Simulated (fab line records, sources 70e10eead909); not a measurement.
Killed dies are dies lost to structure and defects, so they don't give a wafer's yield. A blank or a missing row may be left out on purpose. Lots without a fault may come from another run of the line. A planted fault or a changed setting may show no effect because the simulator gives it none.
A struck lot beside a sound one | flow nand_harc | 25 steps out of a route of 1302
Sound: wafers L972.1, L972.3, L972.5. Struck: wafers L973.2, L973.3, L973.4. The cause comes at the end.
At each step with rows: each side's tool, then ch and its chambers, then its first start. Under that, the readings that differ: sound wafers | struck wafers | difference of the means | sigmas: that difference in standard deviations of wafers without a fault.
alike: readings whose means differ by less than 2 such deviations, and words and numbers that are the same on both sides. not compared: withheld readings, readings that some wafer has no value for, bounds like >300 that may hide the same value, and numbers for which the record gives no deviation and whose values overlap.
The two part at a step that has a row with sigmas, a row that says differs or no value, or rows on one side only. Numbers that don't overlap but have no deviation are shown without sigmas and don't part them. A reading that every wafer of one side lacks parts them only if that side has two wafers or more.

NHARC_P_CONTACT_DEP_00: deposits SiO2, target thk 500 nm.
  sound on pecvd-03 ch 1,2; struck on pecvd-02 ch 0,1
  alike: heater_power_w, throttle_valve_pct
NHARC_P_CONTACT_CMP_01: polishes SiO2, target thk 200 nm.
  sound on cmp-01 ch 0,2,3, day 11 03:43; struck on cmp-04 ch 1,2,3, day 11 03:34
  alike: edge_zone_pressure_frac, motor_current_A, slurry_filter_dp_kPa
then, 9 steps without rows for these wafers: NHARC_P_CONTACT_SRD_03; NHARC_P_CONTACT_DEHYDRATE_04 (time 120 s); NHARC_P_CONTACT_HMDS_05 (time 30 s); NHARC_P_CONTACT_COAT_33 (time 75 s); NHARC_P_CONTACT_COAT_34 (time 65 s); NHARC_P_CONTACT_COAT_06 (resist thk 90 nm); NHARC_P_CONTACT_SOFTBAKE_07 (time 55 s); NHARC_P_CONTACT_EBR_08; NHARC_P_CONTACT_EXPOSE_09 (exposes mask P CA, target cd 90 nm).
NHARC_P_CONTACT_PEB_10: peb time 65 s.
  sound on litho_track-06 ch 0, day 11 04:19; struck on litho_track-04 ch 0, day 11 04:11
  reading                  | sound             | struck            | difference | sigmas
  heater_power_total_W (W) | 157.2 157.1 157.2 | 183.6 184.5 184.3 | +27.0      | +66
then, 1 step without rows for these wafers: NHARC_P_CONTACT_DEVELOP_11 (develop time 35 s).
NHARC_P_CONTACT_CD_MEAS_12: target cd 90 nm.
  sound on cd_sem-01 ch 0, day 11 04:24; struck on cd_sem-03 ch 0, day 11 04:16
  reading    | sound          | struck         | difference | sigmas
  cd_nm (nm) | 89.3 89.4 89.8 | 81.1 82.1 81.9 | -7.8       | -10
NHARC_P_CONTACT_OVL_MEAS_13:
  sound on overlay-02, day 11 04:29; struck on overlay-01, day 11 04:22
  alike: overlay_x_nm, overlay_y_nm
NHARC_P_CONTACT_INSPECT_14:
  sound on defect_inspect-01, day 11 04:31; struck on defect_inspect-01, day 11 04:25
  reading          | sound | struck | difference | sigmas
  raw_defect_count | 7 7 5 | 2 2 1  | -5         | -2
NHARC_P_CONTACT_DESCUM_17: chemistry O2, time 3 s.
  sound on rie_diel-07 ch 0,1,2, day 11 04:35; struck on rie_diel-11 ch 0,2,3, day 11 04:29
  reading                    | sound             | struck            | difference | sigmas
  model.P_CONTACT.cd_nm (nm) | 88.82 89.84 90.49 | 80.88 81.68 81.89 | -8.23      |
  alike: drypump_motor_current_A, oes_product_au, rf_vpp_V, showerhead_plenum_p_Torr, throttle_valve_pct
  not compared: rf_hours_counter_h
NHARC_P_CONTACT_ETCH_35: etches the open film in CF4, target depth 39 nm, time 65 s.
  sound on rie_diel-07 ch 0,1, day 11 04:40; struck on rie_diel-11 ch 1,2,3, day 11 04:34
  alike: drypump_motor_current_A, oes_product_au, rf_vpp_V, showerhead_plenum_p_Torr, throttle_valve_pct
  not compared: rf_hours_counter_h
then, 1 step without rows for these wafers: NHARC_P_CONTACT_ETCH_36 (etches the open film in N2/H2, target depth 260 nm, time 406.25 s).
NHARC_P_CONTACT_ETCH_18: etches the open film in C4F8/O2/Ar, target depth 481 nm, time 240.5 s.
  sound on rie_diel-07 ch 0,3; struck on rie_diel-11 ch 0,2,3
  alike: oes_product_au, rf_vpp_V
  not compared: rf_hours_counter_h
then, 1 step without rows for these wafers: NHARC_P_CONTACT_STRIP_37 (strips in C4F8/O2/Ar).
NHARC_P_CONTACT_ETCH_31: etches the open film in CH3F/O2, target depth 30 nm, time 85.7 s.
  sound on rie_diel-07 ch 0,1; struck on rie_diel-11 ch 0,1,3
  reading                    | sound            | struck           | difference | sigmas
  model.P_CONTACT.cd_nm (nm) | 87.97 90.86 91.4 | 82.2 82.12 82.85 | -7.7       |
  alike: ch3f_flow_sccm, drypump_motor_current_A, oes_product_au, rf_vpp_V, showerhead_plenum_p_Torr, throttle_valve_pct
  not compared: rf_hours_counter_h
NHARC_P_CONTACT_CD_MEAS_19:
  sound on cd_sem-03, day 11 05:28; struck on cd_sem-01, day 11 05:20
  reading    | sound          | struck         | difference | sigmas
  cd_nm (nm) | 88.2 90.5 91.2 | 82.3 82.2 83.4 | -7.3       | -3
NHARC_P_CONTACT_STRIP_28: strips in O2.
  sound on rie_diel-07 ch 0,1, day 11 05:34; struck on rie_diel-11 ch 0,2,3, day 11 05:25
  alike: drypump_motor_current_A, oes_product_au, rf_vpp_V, showerhead_plenum_p_Torr, throttle_valve_pct
  not compared: rf_hours_counter_h
-- the record jumps here: 19 days lie between the struck wafers' starts before and after (it left off in module P_CONTACT and takes up again in module END, whose first step shown is number 1302 of the route) --
NHARC_END_SORT_01:
  sound on prober-02 ch 0, day 30 21:34; struck on prober-01 ch 0, day 30 10:17
  alike: killed_at_array, killed_at_other, killed_at_periphery, killed_dies, killed_open, killed_short

WHERE THEY PART
First at NHARC_P_CONTACT_PEB_10; last, within this record, at NHARC_P_CONTACT_CD_MEAS_19. Later steps at which nothing parts them and some readings are alike: NHARC_P_CONTACT_STRIP_28, NHARC_END_SORT_01.

WHY: what the simulator had put in
Process parameter drift: litho_track-04, from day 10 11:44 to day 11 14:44, at NHARC_P_CONTACT_PEB_10. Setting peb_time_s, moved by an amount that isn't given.
